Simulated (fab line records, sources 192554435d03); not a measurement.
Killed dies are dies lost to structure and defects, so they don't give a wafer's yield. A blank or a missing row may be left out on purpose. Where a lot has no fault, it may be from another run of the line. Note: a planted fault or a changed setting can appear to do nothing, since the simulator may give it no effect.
Chamber matching | flow n5_finfet | N5_BEOL_M0_SAQP_SPACER1_ETCHBACK_99 on rie_diel-05: 4 sister chambers
The step etches SiO2 in CHF3/O2, target depth 15.4 nm, time 7.7 s. 20 wafers are shown with their chamber, then 10 later ones without.

== EACH WAFER AND ITS CHAMBER ==
wafer  | chamber | drypump_motor_current_A (A) | showerhead_plenum_p_Torr (Torr) | throttle_valve_pct (%)
L074.2 | 2       | 5.4                         | 2.54                            | 18.73
L074.3 | 0       | 6.3                         | 2.36                            | 19.07
L074.4 | 3       | 5.3                         | 2.39                            | 18.82
L075.1 | 2       | 5.4                         | 2.54                            | 18.72
L075.2 | 0       | 6.3                         | 2.36                            | 19.07
L075.5 | 1       | 5.3                         | 2.55                            | 18.65
L077.3 | 0       | 6.3                         | 2.36                            | 19.07
L077.5 | 0       | 6.3                         | 2.36                            | 19.08
L077.6 | 1       | 5.3                         | 2.55                            | 18.65
L081.1 | 1       | 5.3                         | 2.55                            | 18.67
L081.2 | 2       | 5.4                         | 2.53                            | 18.71
L081.3 | 0       | 6.3                         | 2.36                            | 19.08
L086.3 | 0       | 6.3                         | 2.35                            | 19.09
L086.4 | 3       | 5.4                         | 2.39                            | 18.85
L086.5 | 1       | 5.3                         | 2.55                            | 18.68
L088.2 | 1       | 5.3                         | 2.54                            | 18.70
L088.3 | 3       | 5.3                         | 2.38                            | 18.84
L088.5 | 2       | 5.4                         | 2.53                            | 18.74
L091.3 | 0       | 6.4                         | 2.35                            | 19.12
L091.4 | 3       | 5.3                         | 2.38                            | 18.87

SIGNATURES (means of the wafers above)
reading                  | chamber 0 | chamber 1 | chamber 2 | chamber 3 | scatter within a chamber
drypump_motor_current_A  | 6.314     | 5.300     | 5.400     | 5.325     | 0.0317
showerhead_plenum_p_Torr | 2.3571    | 2.5480    | 2.5350    | 2.3850    | 0.00514
throttle_valve_pct       | 19.0829   | 18.6700   | 18.7250   | 18.8450   | 0.0186
Rule: a wafer's distance from a chamber is the root of the sum, over the readings, of the square of ((its reading less the chamber's mean) divided by the reading's scatter). The wafer belongs to the nearest chamber; if the next one is less than 2 further off, it can't be placed. The scatter: the root of (the sum of the squares of (reading less its chamber's mean) over the shown wafers, divided by (wafers less chambers)).

== WAFERS MISSING THEIR CHAMBER ==
wafer  | drypump_motor_current_A (A) | showerhead_plenum_p_Torr (Torr) | throttle_valve_pct (%)
L091.6 | 5.3                         | 2.54                            | 18.69
L093.1 | 5.3                         | 2.54                            | 18.70
L093.4 | 5.3                         | 2.38                            | 18.87
L093.6 | 5.4                         | 2.53                            | 18.77
L095.1 | 5.4                         | 2.52                            | 18.77
L095.2 | 5.3                         | 2.54                            | 18.70
L095.3 | 5.3                         | 2.38                            | 18.87
L096.1 | 5.4                         | 2.54                            | 18.71
L096.3 | 5.3                         | 2.38                            | 18.89
L096.4 | 5.5                         | 2.52                            | 18.77

== WHICH CHAMBER EACH WENT THROUGH ==
wafer  | from the rows above     | in truth
L091.6 | can't be placed: 1 or 2 | 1
L093.1 | can't be placed: 1 or 2 | 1
L093.4 | 3                       | 3
L093.6 | 2                       | 2
L095.1 | 2                       | 2
L095.2 | can't be placed: 1 or 2 | 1
L095.3 | 3                       | 3
L096.1 | 2                       | 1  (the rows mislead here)
L096.3 | 3                       | 3
L096.4 | 2                       | 2
Correctly placed: 6 of 10. These rows do not allow placing 3 (true chamber among the candidates in 3). Placed wrongly: 1.
